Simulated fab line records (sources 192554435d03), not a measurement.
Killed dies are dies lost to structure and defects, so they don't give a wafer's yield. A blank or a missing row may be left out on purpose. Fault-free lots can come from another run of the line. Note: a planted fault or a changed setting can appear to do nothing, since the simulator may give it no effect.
Lot-split experiment + flow n5_finfet + on a route of 1938 steps: 7 lots, 39 wafers read

== SPLIT DETAILS ==
At N5_BEOL_M3_ILD_DEP_00 (deposits SiOC from DEMS/O2, target thk 79 nm, time 15.3 s), the setting time_s was moved away from the recipe's 15.3 s on 12 of the 39 wafers read, by -50.6% to +47.3%. For the rest of the wafers, this setting stayed at what the recipe calls for.

The file shows no step between the split and the reading.

== THE READING ==
M3_ILD_THK in nanometres, read at N5_BEOL_M3_THK_MEAS_01. Fault-free wafers of this fab line usually give 78.8 nm, standard deviation 1 nm.

| wafer  | tool, chamber at the split | time_s as run, s | against the recipe | M3_ILD_THK, nm | against lot-mates on the recipe |
|--------|----------------------------|------------------|--------------------|----------------|---------------------------------|
| L074.1 | pecvd-01, 1                | 22.54            | +47.3%             | 114.7          | +35.9                           |
| L074.2 | pecvd-01, 0                | 22.54            | +47.3%             | 113.0          | +34.2                           |
| L074.3 | pecvd-01, 2                | 22.54            | +47.3%             | 114.8          | +36.0                           |
| L074.4 | pecvd-01, 1                | 15.3             | recipe             | 79.1           | -                               |
| L074.5 | pecvd-01, 2                | 15.3             | recipe             | 79.5           | -                               |
| L074.6 | pecvd-01, 0                | 15.3             | recipe             | 77.9           | -                               |
| L075.1 | pecvd-02, 1                | 15.3             | recipe             | 79.0           | -                               |
| L075.2 | pecvd-02, 0                | 7.562            | -50.6%             | 37.2           | -42.3                           |
| L075.3 | pecvd-02, 0                | 15.3             | recipe             | 79.2           | -                               |
| L075.4 | pecvd-02, 1                | 15.3             | recipe             | 80.3           | -                               |
| L075.5 | pecvd-02, 1                | 7.562            | -50.6%             | 40.4           | -39.1                           |
| L075.6 | pecvd-02, 0                | 7.562            | -50.6%             | 38.0           | -41.5                           |
| L080.1 | pecvd-02, 0                | 15.3             | recipe             | 77.3           | -                               |
| L080.2 | pecvd-02, 1                | 15.3             | recipe             | 77.9           | -                               |
| L080.3 | pecvd-02, 2                | 15.3             | recipe             | 78.4           | -                               |
| L080.4 | pecvd-02, 1                | 15.3             | recipe             | 80.1           | -                               |
| L080.5 | pecvd-02, 2,0              | 15.3             | recipe             | 78.3           | -                               |
| L080.6 | pecvd-02, 2,0              | 15.3             | recipe             | 78.3           | -                               |
| L082.1 | pecvd-01, 1,0              | 15.3             | recipe             | 77.5           | -                               |
| L082.2 | pecvd-01, 1,0              | 15.3             | recipe             | 77.7           | -                               |
| L082.3 | pecvd-01, 0,0,1            | 9.431            | -38.4%             | 48.6           | -29.3                           |
| L082.4 | pecvd-01, 1                | 15.3             | recipe             | 78.4           | -                               |
| L082.5 | pecvd-01, 0,0,1            | 9.431            | -38.4%             | 48.6           | -29.3                           |
| L082.6 | pecvd-01, 0,0,1            | 9.431            | -38.4%             | 48.6           | -29.3                           |
| L083.1 | pecvd-02, 2                | 15.3             | recipe             | 76.9           | -                               |
| L083.2 | pecvd-02, 0                | 15.3             | recipe             | 76.3           | -                               |
| L083.3 | pecvd-02, 1                | 15.3             | recipe             | 77.3           | -                               |
| L083.4 | pecvd-02, 1                | 15.3             | recipe             | 78.9           | -                               |
| L083.5 | pecvd-02, 0                | 15.3             | recipe             | 77.7           | -                               |
| L083.6 | pecvd-02, 2                | 15.3             | recipe             | 78.7           | -                               |
| L088.1 | pecvd-04, 2                | 15.3             | recipe             | 78.8           | -                               |
| L088.2 | pecvd-04, 1                | 15.3             | recipe             | 78.3           | -                               |
| L088.3 | pecvd-04, 0                | 21.48            | +40.4%             | 110.6          | +31.9                           |
| L088.4 | pecvd-04, 2                | 21.48            | +40.4%             | 110.8          | +32.1                           |
| L088.5 | pecvd-04, 1                | 15.3             | recipe             | 79.0           | -                               |
| L088.6 | pecvd-04, 0                | 21.48            | +40.4%             | 111.2          | +32.5                           |
| L092.1 | pecvd-01, 1                | 15.3             | recipe             | 78.0           | -                               |
| L092.3 | pecvd-01, 0                | 15.3             | recipe             | 76.9           | -                               |
| L092.5 | pecvd-01, 0                | 15.3             | recipe             | 79.1           | -                               |
When a row names more than one chamber, that row covers several wafers, and the file does not tell which wafer ran in which chamber.

FIT RESULTS
A straight line over all 39 wafers: M3_ILD_THK changes by +0.78 nm for each +1% of time_s; r = +1.00; the points scatter about the line by 1 nm.
The same after taking each lot's own level away (the mean of its wafers on the recipe; 39 wafers): +0.78 nm for each +1%; r = +1.00; scatter 1 nm.
According to that fit, moving time_s by its largest amount changes the reading by 39 nm.
The lots' own levels span 77.63 to 79.50 nm, that is 1.9 times the standard deviation above.
The two slopes agree, so the slope changes little with the lot-to-lot level.
Check: with one of the wafers moved furthest among these (-50.6%) left out of the fit, the line predicts -39.2 nm for it against its lot-mates. It came out at -42.3 nm against them.

== THE OTHER SPLITS THESE WAFERS WENT THROUGH ==
Note: prior to the reading, these wafers also went through further splits. Each is held against what the fit with the lots' levels taken away leaves over:
| other split on the same wafers               | wafers away from the commonest value | r with M3_ILD_THK (lot level and that fit taken away) |
|----------------------------------------------|--------------------------------------|-------------------------------------------------------|
| N5_ZERO_LAYER_DEVELOP_10 develop_time_s      | 15                                   | +0.20                                                 |
| N5_STI_FIN_REVEAL_ETCHBACK_08 target_depth_a | 12                                   | +0.03                                                 |
| N5_SDB_ALD_29 ald_cycles                     | 12                                   | -0.30                                                 |

== THE WHOLE CHAIN: every reading that the file lists as answering this split, in the file's order ==
| step                   | what it does                                              | reading                                                                            | change (the file's fit)               | r (the file's) |
|------------------------|-----------------------------------------------------------|------------------------------------------------------------------------------------|---------------------------------------|----------------|
| N5_BEOL_M3_ILD_DEP_00  | deposits SiOC from DEMS/O2, target thk 79 nm, time 15.3 s | SiOC_of_BEOL_M3_ILD_DEP_00.thk_nm (the simulator's own value, which no gauge read) | +0.781 nm for each +1% of the setting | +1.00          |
| N5_BEOL_M3_THK_MEAS_01 |                                                           | M3_ILD_THK                                                                         | +0.781 for each +1% of the setting    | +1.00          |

== FILE'S OWN FIT ==
M3_ILD_THK changes by +0.781 nm for each +1% of time_s, r = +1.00.
